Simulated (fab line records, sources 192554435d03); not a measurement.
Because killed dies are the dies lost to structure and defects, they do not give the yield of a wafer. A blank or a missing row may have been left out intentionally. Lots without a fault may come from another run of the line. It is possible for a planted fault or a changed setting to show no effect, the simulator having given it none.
3 desks looking at one fault	flow n5Finfet	every desk sees just its own numbers, and what lay behind them comes last
Where a reading is given only as a bound, like >300, the bound stands for it, and a mean or a difference that rests on one is marked > or <: the true number lies beyond.

== THE DEFECT DESK ==
For each lot, the counts of the inspections along the route, averaged over the sampled wafers that have a number. The brackets show how far a lot's mean lies from the usual mean; more than 4 standard deviations puts the lot out of limits, marked OUT.
Columns: A = rawDefectCount at N5_DUMMY_GATE_INSPECT_27, usual 315; B = rawDefectCount at N5_SPACER0_INSPECT_04, usual 138; C = rawDefectCount at N5_SD_EPI_N_INSPECT_11, usual 1.9; D = rawDefectCount at N5_SD_EPI_N_INSPECT_26, usual 216
lot	first seen here	A	B	C	D
L292	day 3 06:46	450	195	2.3	279
L293	day 3 13:49	299	131	2.0	246
L295	day 3 23:09	160	90	3.0	222
L297	day 4 11:07	288	121	3.7	171
L306	day 6 19:43	817 (+6.5) OUT	576 (+15) OUT	>300 (+99 or more) OUT	650 (+11) OUT
L308	day 7 04:28	696 (+4.9) OUT	551 (+14) OUT	>300 (+99 or more) OUT	640 (+11) OUT
L311	day 7 23:22	349	150	2.0	219
L312	day 8 05:32	300	128	1.7	179
L314	day 8 18:21	402	159	3.0	241
This desk's finding: out of limits on L306, L308; first on L306, day 6 19:43 (rawDefectCount at N5_DUMMY_GATE_INSPECT_27). Within limits: L292, L293, L295, L297, L311, L312, L314.

== DESK OF THE TOOL OWNER: wetBench-05 ==
The tool's own readings at N5_DUMMY_GATE_PRECLEAN_25 (cleans in O3/DIW, time 45 s): means of the sampled wafers that have a number, for each lot that ran on this tool. The brackets show how far a lot's mean lies from the usual mean; more than 4 standard deviations puts the lot out of limits, marked OUT.
Columns: A = tempC at N5_DUMMY_GATE_PRECLEAN_25, usual 22.02 C
lot	first seen here	A
L293	day 3 13:43	22.05
L297	day 4 11:00	21.96
L306	day 6 19:37	22.14
L308	day 7 04:22	22.11
This desk's finding: nothing out of limits on any of the 4 lots.

== METROLOGY DESK ==
Means of the sampled wafers that have a number, per lot and without regard to the tool the lot ran on: this is what the gauges read. The brackets show how far a lot's mean lies from the usual mean; more than 4 standard deviations puts the lot out of limits, marked OUT. It has 11 readings; the 7 that lie furthest out on some lot are the ones shown.
Columns: A = cdNm at N5_DUMMY_GATE_CD_MEAS_24, usual 15.0 nm; B = DIBL_N at N5_BEOL_M4_RC_MEAS_101, usual 36.5 mV/V; C = DIBL_P at N5_BEOL_M4_RC_MEAS_101, usual 36.4 mV/V; D = IOFF_N at N5_BEOL_M4_RC_MEAS_101, usual 0.17 nA/um; E = SS_N at N5_BEOL_M4_RC_MEAS_101, usual 71.7 mV/dec; F = SS_P at N5_BEOL_M4_RC_MEAS_101, usual 73.4 mV/dec; G = VT_N at N5_BEOL_M4_RC_MEAS_101, usual 249 mV
lot	first seen here	A	B	C	D	E	F	G
L292	day 3 06:29	15.1	38.0	37.8	0.18	71.4	74.1	247
L293	day 3 13:32	14.6	39.4	38.7	0.22	72.2	73.8	246
L295	day 3 22:52	15.6	34.3	34.7	0.15	70.7	73.2	250
L297	day 4 10:45	15.2	37.7	36.2	0.17	71.6	73.5	250
L306	day 6 19:17	14.8	35.4	35.8	0.13	71.5	73.0	254
L308	day 7 04:11	15.0	37.0	37.7	0.18	71.6	73.4	247
L311	day 7 23:05	15.0	37.0	36.1	0.17	71.8	73.7	249
L312	day 8 05:16	15.1	36.4	37.7	0.17	71.9	73.6	248
L314	day 8 18:04	15.3	34.9	33.5	0.14	71.4	73.0	251
This desk's finding: nothing out of limits on any of the 9 lots.

== BROUGHT TOGETHER ==
The defect desk could have raised an alarm at day 6 19:43, on L306, L308.
The tool owner's desk saw nothing out of limits.
Metrology desk: nothing out of limits seen.
The tool owner's desk has L306, L308 on record, within its limits.
The metrology desk holds a record of L306, L308, inside its limits.
N5_DUMMY_GATE_PRECLEAN_25 was run on wetBench-05 by each of the lots named.

== WHAT THE SIMULATOR PUT IN ==
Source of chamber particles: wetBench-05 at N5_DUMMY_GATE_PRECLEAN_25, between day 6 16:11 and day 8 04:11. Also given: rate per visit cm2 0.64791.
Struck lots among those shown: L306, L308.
Hours from the fault's start to each desk's first reading out of limits: the defect desk, 4.
